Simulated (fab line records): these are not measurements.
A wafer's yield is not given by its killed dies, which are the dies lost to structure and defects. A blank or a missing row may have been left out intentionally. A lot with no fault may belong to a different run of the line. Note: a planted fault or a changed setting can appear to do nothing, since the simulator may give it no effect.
fab line records | flow n5_finfet
record lots=11 | wafers=33 | last_day=19
route steps=1938 shown FIN_SAQP@135 FIN_CUT@154
lots that met no fault: from a run of the same line without faults
start_h: start of the lot's first displayed wafer, in hours after the record's first day | wait_h: hours elapsed since this lot's preceding step | " repeats the value in the row above | L1.1+2: a row that stands for several wafers | - no value, or no start given | * or withheld: withheld | < > ~ a bound
route shown NAME@n: a module of which the file shows steps, and the number in the route of the first | usual: the fault-free wafers' mean and standard deviation | same: alike in all rows | chamber/n: place in a boat | sites: the reading at each site | _std_site: standard deviation of those values | _edge_site: mean of outer sites minus mean of inner sites | radius_mm: how far each site lies from the wafer's centre | mask NAME#n: copy n | behind: the last tool/chamber to shape the wafer | hold: cause of the lot's hold/its duration in hours/its outcome | device: which transistor (n, p or np) failed to switch | end of line: the route-end tests of the same wafers | a step without rows: its recipe alone | killed: dies lost to structure and defects at the first sort, not the wafer's yield | map: dies across one wafer; x = killed, . = not, _ = none there
set.NAME: the run value of the setting; set.NAME@STEP: its run value at that earlier step | model.NAME: the simulator's own value behind a step, which no gauge read
route steps across a sampled set of lots; one table per step, one row per wafer
services: when a tool's chamber went out of use (start_h, in hours from the record's first day, below 0 if earlier), for how many hours, and the reason
## steps
# step N5_FIN_SAQP_ETCH_67
# recipe chemistry=CH3F/O2 | target=SiNx | target_depth_a=300 | mask_material=SOC | pressure_mtorr=30 | source_w=395 | bias_w=73 | Ar_flow_sccm=150 | CH3F_flow_sccm=30 | O2_flow_sccm=20 | ion_energy_ev=120
# usual bias_w=72.99/0.22 | drypump_motor_current_A=5.7/0.36 | oes_product_au=0.80/0.11 | rf_vpp_V=301/5.7 | showerhead_plenum_p_Torr=1.99/0.091 | throttle_valve_pct=16.42/0.25
lot.wafer | tool        | chamber | start_h | wait_h | bias_w | drypump_motor_current_A | oes_product_au | rf_hours_counter_h | rf_vpp_V | showerhead_plenum_p_Torr | throttle_valve_pct
L811.1    | rie_diel-05 | 1       | 25.92   | 0.0    | 72.84  | 5.6                     | 0.69           | 217                | 292      | 1.99                     | 16.66
L811.3    | "           | 0       | "       | "      | 72.78  | 5.5                     | 0.84           | 64                 | 292      | 1.86                     | 16.55
L811.5    | "           | 2       | "       | "      | 73.10  | 5.6                     | 0.97           | -                  | 305      | 2.12                     | 16.06
L813.2    | rie_diel-03 | 2       | 38.06   | 0.0    | 72.98  | 5.7                     | 0.72           | 183                | 303      | 1.91                     | 16.58
L813.3    | "           | 1       | "       | "      | 72.98  | 5.4                     | 1.00           | 2                  | 307      | 2.14                     | 16.26
L813.5    | "           | 2       | "       | "      | 72.74  | 5.7                     | 0.71           | -                  | 301      | 1.91                     | 16.56
L816.1    | rie_diel-03 | 1       | 56.42   | 0.0    | 73.16  | 5.4                     | 0.98           | 6                  | 308      | 2.14                     | 16.27
L816.2    | "           | 3       | "       | "      | 72.72  | 6.4                     | 0.75           | 144                | 307      | 2.00                     | 16.15
L816.4    | "           | 2       | "       | "      | 73.26  | 5.7                     | 0.71           | 187                | 302      | 1.91                     | 16.57
L817.1    | rie_diel-01 | 1       | 61.48   | 0.0    | 73.21  | 5.9                     | 0.98           | 11                 | 295      | 1.97                     | 16.09
L817.3    | "           | 3       | "       | "      | 73.10  | 6.5                     | 0.69           | 244                | 301      | 1.91                     | 16.97
L817.4    | "           | 0       | "       | "      | 73.31  | 5.6                     | 0.68           | -                  | 300      | 1.97                     | 16.67
L819.1    | rie_diel-01 | 0       | 74.06   | 0.0    | 72.91  | 5.6                     | 0.68           | 239                | 300      | 1.97                     | 16.70
L819.4    | "           | 3       | "       | "      | 73.13  | 6.5                     | 0.69           | 248                | 302      | 1.90                     | 16.98
L819.6    | "           | 1       | "       | "      | 72.80  | 5.8                     | 0.97           | -                  | 295      | 1.97                     | 16.10
L821.2    | rie_diel-05 | 2       | 86.02   | 0.0    | 73.30  | 5.7                     | 0.91           | 19                 | 303      | 2.12                     | 16.11
L821.4    | "           | 3       | "       | "      | 72.83  | 5.5                     | 0.73           | 206                | 302      | 2.07                     | 16.62
L821.5    | "           | 3       | "       | "      | 72.69  | 5.5                     | 0.72           | -                  | 302      | 2.07                     | 16.60
L823.2    | rie_diel-01 | 2       | 98.64   | 0.0    | 73.06  | 5.1                     | 0.69           | 247                | 306      | 1.96                     | 16.41
L823.4    | "           | 2       | "       | "      | 72.88  | 5.1                     | 0.69           | -                  | 307      | 1.96                     | 16.42
L823.5    | "           | 1       | "       | "      | 72.85  | 5.8                     | 0.95           | -                  | 296      | 1.97                     | 16.13
L824.3    | rie_diel-05 | 3       | 103.09  | 0.0    | 72.89  | 5.5                     | 0.71           | 212                | 302      | 2.07                     | 16.62
L824.4    | "           | 2       | "       | "      | 72.98  | 5.6                     | 0.90           | 26                 | 305      | 2.12                     | 16.12
L824.5    | "           | 3       | "       | "      | 72.92  | 5.5                     | 0.72           | -                  | 303      | 2.07                     | 16.62
L828.1    | rie_diel-01 | 3       | 126.72  | 0.0    | 72.88  | 6.5                     | 0.94           | 12                 | 307      | 2.15                     | 16.55
L828.2    | "           | 1       | "       | "      | 72.77  | 5.8                     | 0.92           | 38                 | 294      | 1.96                     | 16.13
L828.4    | "           | 0       | "       | "      | 72.91  | 5.6                     | 0.97           | -                  | 298      | 1.97                     | 16.23
L829.2    | rie_diel-03 | 0       | 133.98  | 0.0    | 72.89  | 5.7                     | 0.69           | 248                | 299      | 1.88                     | 16.32
L829.3    | "           | 1       | "       | "      | 72.92  | 5.5                     | 0.92           | 30                 | 305      | 2.13                     | 16.31
L829.5    | "           | 2       | "       | "      | 73.31  | 5.7                     | 0.70           | -                  | 300      | 1.90                     | 16.61
L834.1    | rie_diel-05 | 2       | 163.77  | 0.0    | 73.12  | 5.6                     | 0.86           | 47                 | 304      | 2.11                     | 16.16
L834.3    | "           | 0       | "       | "      | 73.14  | 5.5                     | 0.79           | 111                | 292      | 1.85                     | 16.64
L834.6    | "           | 3       | "       | "      | 72.77  | 5.5                     | 0.70           | -                  | 303      | 2.06                     | 16.67
# step N5_FIN_SAQP_RECESS_71
# recipe chemistry=HF/NH3 | target=SiO2 | target_depth_a=30 | afs_cycles=1 | temp_c=30 | sublimation_temp_c=180 | sublimation_time_s=60
# usual drypump_motor_current_A=5.74/0.087
lot.wafer | tool          | chamber | start_h | wait_h | drypump_motor_current_A
L811.1    | vapor_etch-02 | 1       | 26.02   | 0.0    | 5.76
L811.3    | "             | 0       | "       | "      | 5.89
L811.5    | "             | 1       | "       | "      | 5.78
L813.2    | vapor_etch-01 | 0       | 38.16   | 0.0    | 5.75
L813.3    | "             | 1       | "       | "      | 5.64
L813.5    | "             | 0       | "       | "      | 5.73
L816.1    | vapor_etch-01 | 0       | 56.52   | 0.0    | 5.76
L816.2    | "             | 1       | "       | "      | 5.61
L816.4    | "             | 0       | "       | "      | 5.76
L817.1    | vapor_etch-01 | 1       | 61.58   | 0.0    | 5.61
L817.3    | "             | 0       | "       | "      | 5.75
L817.4    | "             | 1       | "       | "      | 5.62
L819.1    | vapor_etch-02 | 0       | 74.16   | 0.0    | 5.81
L819.4    | "             | 1       | "       | "      | 5.75
L819.6    | "             | 1       | "       | "      | 5.74
L821.2    | vapor_etch-01 | 1       | 86.13   | 0.0    | 5.63
L821.4    | "             | 1       | "       | "      | 5.62
L821.5    | "             | 0       | "       | "      | 5.75
L823.2    | vapor_etch-01 | 0       | 98.74   | 0.0    | 5.77
L823.4    | "             | 0       | "       | "      | 5.75
L823.5    | "             | 0       | "       | "      | 5.76
L824.3    | vapor_etch-01 | 0       | 103.23  | 0.1    | 5.74
L824.4    | "             | 1       | "       | "      | 5.60
L824.5    | "             | 1       | "       | "      | 5.61
L828.1    | vapor_etch-02 | 1       | 126.82  | 0.0    | 5.74
L828.2    | "             | 0       | "       | "      | 5.86
L828.4    | "             | 0       | "       | "      | 5.82
L829.2    | vapor_etch-01 | 1       | 134.19  | 0.2    | 5.58
L829.3    | "             | 0       | "       | "      | 5.75
L829.5    | "             | 1       | "       | "      | 5.62
L834.1    | vapor_etch-02 | 0       | 163.87  | 0.0    | 5.83
L834.3    | "             | 0       | "       | "      | 5.84
L834.6    | "             | 0       | "       | "      | 5.85
# step N5_FIN_SAQP_HM_OPEN_33
# recipe chemistry=CH3F/O2 | target=SiNx | mask_material=SiO2 | target_depth_a=494 | time_s=70.6 | pressure_mtorr=30 | source_w=395 | bias_w=73 | Ar_flow_sccm=150 | CH3F_flow_sccm=30 | O2_flow_sccm=20 | ion_energy_ev=120 | ends=cleared
# usual bias_w=72.98/0.21 | drypump_motor_current_A=5.7/0.37 | etch_rf_on_time_s=69.4/1.9 | oes_product_au=0.68/0.092 | rf_vpp_V=301/5.6 | showerhead_plenum_p_Torr=1.99/0.093 | throttle_valve_pct=16.38/0.23
lot.wafer | tool        | chamber | start_h | wait_h | bias_w | drypump_motor_current_A | etch_rf_on_time_s | oes_product_au | rf_hours_counter_h | rf_vpp_V | showerhead_plenum_p_Torr | throttle_valve_pct
L811.1    | rie_diel-05 | 3       | 26.73   | 0.0    | 72.96  | 5.5                     | 66.8              | 0.62           | 187                | 304      | 2.07                     | 16.55
L811.3    | "           | 0       | "       | "      | 73.14  | 5.5                     | 68.7              | 0.73           | 65                 | 293      | 1.86                     | 16.55
L811.5    | "           | 0       | "       | "      | 72.74  | 5.5                     | 69.1              | 0.72           | -                  | 292      | 1.86                     | 16.54
L813.2    | rie_diel-05 | 3       | 38.87   | 0.0    | 73.08  | 5.5                     | 67.3              | 0.62           | 192                | 303      | 2.07                     | 16.55
L813.3    | "           | 0       | "       | "      | 72.65  | 5.5                     | 69.5              | 0.71           | 70                 | 294      | 1.86                     | 16.54
L813.5    | "           | 0       | "       | "      | 72.70  | 5.5                     | 69.0              | 0.72           | -                  | 290      | 1.86                     | 16.55
L816.1    | rie_diel-03 | 3       | 57.23   | 0.0    | 72.70  | 6.4                     | 69.2              | 0.64           | 144                | 308      | 2.00                     | 16.13
L816.2    | "           | 2       | "       | "      | 73.33  | 5.6                     | 70.9              | 0.61           | 187                | 301      | 1.91                     | 16.57
L816.4    | "           | 1       | "       | "      | 72.85  | 5.4                     | 70.3              | 0.84           | 7                  | 307      | 2.14                     | 16.23
L817.1    | rie_diel-03 | 1       | 62.29   | 0.0    | 73.07  | 5.5                     | 67.3              | 0.83           | 7                  | 307      | 2.14                     | 16.24
L817.3    | "           | 3       | "       | "      | 72.78  | 6.5                     | 68.7              | 0.64           | 145                | 308      | 2.00                     | 16.11
L817.4    | "           | 2       | "       | "      | 72.95  | 5.6                     | 71.4              | 0.61           | 189                | 301      | 1.91                     | 16.58
L819.1    | rie_diel-01 | 2       | 76.43   | 0.0    | 72.73  | 5.1                     | 66.2              | 0.59           | 239                | 307      | 1.96                     | 16.39
L819.4    | "           | 3       | "       | "      | 73.13  | 6.5                     | 69.7              | 0.58           | 249                | 302      | 1.90                     | 16.98
L819.6    | "           | 2       | "       | "      | 72.67  | 5.1                     | 67.2              | 0.59           | -                  | 308      | 1.96                     | 16.37
L821.2    | rie_diel-01 | 0       | 87.15   | 0.3    | 72.84  | 5.6                     | 72.2              | 0.58           | 244                | 299      | 1.97                     | 16.67
L821.4    | "           | 0       | "       | "      | 72.63  | 5.6                     | 74.2              | 0.57           | -                  | 299      | 1.97                     | 16.68
L821.5    | "           | 1       | "       | "      | 72.92  | 5.8                     | 68.2              | 0.81           | -                  | 295      | 1.97                     | 16.09
L823.2    | rie_diel-03 | 3       | 100.58  | 0.0    | 72.75  | 6.4                     | 69.5              | 0.64           | 157                | 309      | 1.99                     | 16.14
L823.4    | "           | 2       | "       | "      | 73.04  | 5.7                     | 70.9              | 0.60           | 202                | 302      | 1.90                     | 16.58
L823.5    | "           | 2       | "       | "      | 73.22  | 5.7                     | 72.6              | 0.59           | -                  | 301      | 1.90                     | 16.58
L824.3    | rie_diel-03 | 3       | 103.90  | 0.0    | 73.09  | 6.4                     | 68.5              | 0.63           | 158                | 308      | 1.99                     | 16.14
L824.4    | "           | 0       | "       | "      | 73.12  | 5.6                     | 71.4              | 0.59           | 239                | 299      | 1.88                     | 16.29
L824.5    | "           | 1       | "       | "      | 72.86  | 5.5                     | 68.4              | 0.80           | -                  | 308      | 2.13                     | 16.26
L828.1    | rie_diel-05 | 0       | 127.57  | 0.0    | 72.93  | 5.6                     | 68.7              | 0.69           | 97                 | 292      | 1.85                     | 16.60
L828.2    | "           | 1       | "       | "      | 73.24  | 5.5                     | 70.2              | 0.57           | 249                | 292      | 1.98                     | 16.67
L828.4    | "           | 3       | "       | "      | 72.71  | 5.5                     | 68.3              | 0.60           | 220                | 303      | 2.06                     | 16.62
L829.2    | rie_diel-03 | 0       | 134.91  | 0.0    | 73.04  | 5.7                     | 70.4              | 0.59           | 249                | 300      | 1.88                     | 16.31
L829.3    | "           | 1       | "       | "      | 73.36  | 5.5                     | 66.8              | 0.78           | 31                 | 307      | 2.13                     | 16.30
L829.5    | "           | 1       | "       | "      | 73.44  | 5.4                     | 67.3              | 0.78           | -                  | 306      | 2.13                     | 16.30
L834.1    | rie_diel-01 | 0       | 164.83  | 0.2    | 72.96  | 5.6                     | 69.1              | 0.78           | 18                 | 299      | 1.96                     | 16.25
L834.3    | "           | 2       | "       | "      | 72.82  | 5.0                     | 66.2              | 0.80           | 10                 | 309      | 1.95                     | 15.94
L834.6    | "           | 0       | "       | "      | 73.07  | 5.6                     | 71.9              | 0.76           | -                  | 298      | 1.96                     | 16.25
# step N5_FIN_CUT_COAT_18
# recipe resist=SOC | temp_c=250 | time_s=60 | spin_rpm=1500 | resist_thk_nm=230
# usual heater_power_total_W=500.5/1.8 | plate_temp_C=249.99/0.16 | resist_line_temp_C=22.99/0.1
lot.wafer | tool           | chamber | start_h | wait_h | heater_power_total_W | plate_temp_C | resist_line_temp_C
L811.1    | litho_track-05 | 0       | 27.30   | 0.0    | 500.2                | 249.95       | 22.99
L811.3    | "              | 0       | "       | "      | 502.6                | 250.05       | 23.03
L811.5    | "              | 0       | "       | "      | 502.4                | 250.17       | 23.09
L813.2    | litho_track-03 | 0       | 39.44   | 0.0    | 499.4                | 249.94       | 23.01
L813.3    | "              | 0       | "       | "      | 499.3                | 249.78       | 22.99
L813.5    | "              | 0       | "       | "      | 500.6                | 249.90       | 23.03
L816.1    | litho_track-03 | 0       | 57.80   | 0.0    | 498.0                | 250.20       | 23.07
L816.2    | "              | 0       | "       | "      | 503.2                | 250.10       | 22.97
L816.4    | "              | 0       | "       | "      | 497.5                | 249.98       | 23.05
L817.1    | litho_track-02 | 0       | 62.86   | 0.0    | 497.7                | 250.09       | 23.09
L817.3    | "              | 0       | "       | "      | 497.6                | 250.15       | 23.10
L817.4    | "              | 0       | "       | "      | 502.3                | 249.84       | 23.09
L819.1    | litho_track-03 | 0       | 77.00   | 0.0    | 497.5                | 249.87       | 23.06
L819.4    | "              | 0       | "       | "      | 502.8                | 249.70       | 23.04
L819.6    | "              | 0       | "       | "      | 502.4                | 250.02       | 23.02
L821.2    | litho_track-05 | 0       | 87.71   | 0.0    | 497.5                | 249.96       | 22.99
L821.4    | "              | 0       | "       | "      | 500.6                | 249.72       | 22.92
L821.5    | "              | 0       | "       | "      | 502.5                | 249.77       | 23.00
L823.2    | litho_track-05 | 0       | 101.15  | 0.0    | 502.0                | 249.82       | 22.88
L823.4    | "              | 0       | "       | "      | 499.1                | 249.96       | 22.87
L823.5    | "              | 0       | "       | "      | 501.7                | 249.94       | 22.83
L824.3    | litho_track-05 | 0       | 104.47  | 0.0    | 500.9                | 250.25       | 22.97
L824.4    | "              | 0       | "       | "      | 497.9                | 250.10       | 23.28
L824.5    | "              | 0       | "       | "      | 498.5                | 250.28       | 23.21
L828.1    | litho_track-05 | 0       | 128.13  | 0.0    | 401.8                | 208.55       | 22.97
L828.2    | "              | 0       | "       | "      | 401.6                | 208.50       | 23.04
L828.4    | "              | 0       | "       | "      | 400.5                | 208.16       | 22.98
L829.2    | litho_track-05 | 0       | 135.47  | 0.0    | 397.8                | 208.75       | 23.05
L829.3    | "              | 0       | "       | "      | 399.5                | 208.53       | 22.86
L829.5    | "              | 0       | "       | "      | 400.9                | 208.43       | 23.00
L834.1    | litho_track-03 | 0       | 165.40  | 0.0    | 499.7                | 249.76       | 22.88
L834.3    | "              | 0       | "       | "      | 497.9                | 250.20       | 22.95
L834.6    | "              | 0       | "       | "      | 499.8                | 249.79       | 22.98
## services
tool          | chamber | start_h | hours | kind
vapor_etch-01 | -       | 4.54    | 0.3   | repair
rie_diel-05   | 2       | 4.88    | -     | clean
rie_diel-05   | 2       | 4.88    | -     | consumable_replace:focus_ring
rie_diel-05   | 2       | 4.88    | -     | consumable_replace:showerhead
rie_diel-05   | 2       | 4.88    | 17.5  | scheduled_down
rie_diel-05   | 2       | 4.88    | 17.5  | vent_cycle
rie_diel-01   | 1       | 6.89    | -     | clean
rie_diel-01   | 1       | 6.89    | -     | consumable_replace:focus_ring
rie_diel-01   | 1       | 6.89    | 21.5  | scheduled_down
vapor_etch-02 | -       | 9.40    | 0.1   | repair
rie_diel-03   | 1       | 19.73   | -     | clean
rie_diel-03   | 1       | 19.73   | -     | consumable_replace:focus_ring
rie_diel-03   | 1       | 19.73   | -     | consumable_replace:showerhead
rie_diel-03   | 1       | 19.73   | 14.1  | scheduled_down
rie_diel-03   | 1       | 19.73   | 14.1  | vent_cycle
rie_diel-05   | -       | 44.27   | 2.8   | pm
rie_diel-03   | 2       | 54.26   | 1.3   | repair
rie_diel-01   | 2       | 61.20   | 4.2   | repair
vapor_etch-02 | -       | 130.84  | 4.3   | pm
rie_diel-03   | 0       | 138.30  | -     | clean
rie_diel-03   | 0       | 138.30  | -     | consumable_replace:focus_ring
rie_diel-03   | 0       | 138.30  | -     | consumable_replace:showerhead
rie_diel-03   | 0       | 138.30  | 41.9  | scheduled_down
rie_diel-03   | 0       | 138.30  | 41.9  | vent_cycle
## key
first_sign step=N5_FIN_CUT_COAT_18 | reading=plate_temp_C | direction=down | sigmas=99+ | usual=* | struck=*
effect step=N5_FIN_CUT_COAT_18 | reading=heater_power_total_W | direction=down | sigmas=55 | usual=* | struck=*
met_at N5_FIN_CUT_COAT_18
struck_lots L828,L829
tester_left_out L828,L829
not_acting_at N5_FIN_SAQP_ETCH_67,N5_FIN_SAQP_RECESS_71,N5_FIN_SAQP_HM_OPEN_33
onset_between 104.47 128.13
fault kind=process_parameter_drift | tool=litho_track-05 | chamber=- | onset_h=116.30 | steps=N5_FIN_CUT_COAT_18 | channel=temp_c | offset=* | shape=step | end_h=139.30 | acts_in=* | stated=*
# tester_left_out: of these lots the tester's yield and bins aren't shown, on N5 and GAA mostly nor the transistor test; their killed dies are dies lost to structure and defects alone, not to doping, threshold or leakage, so they don't give the yield
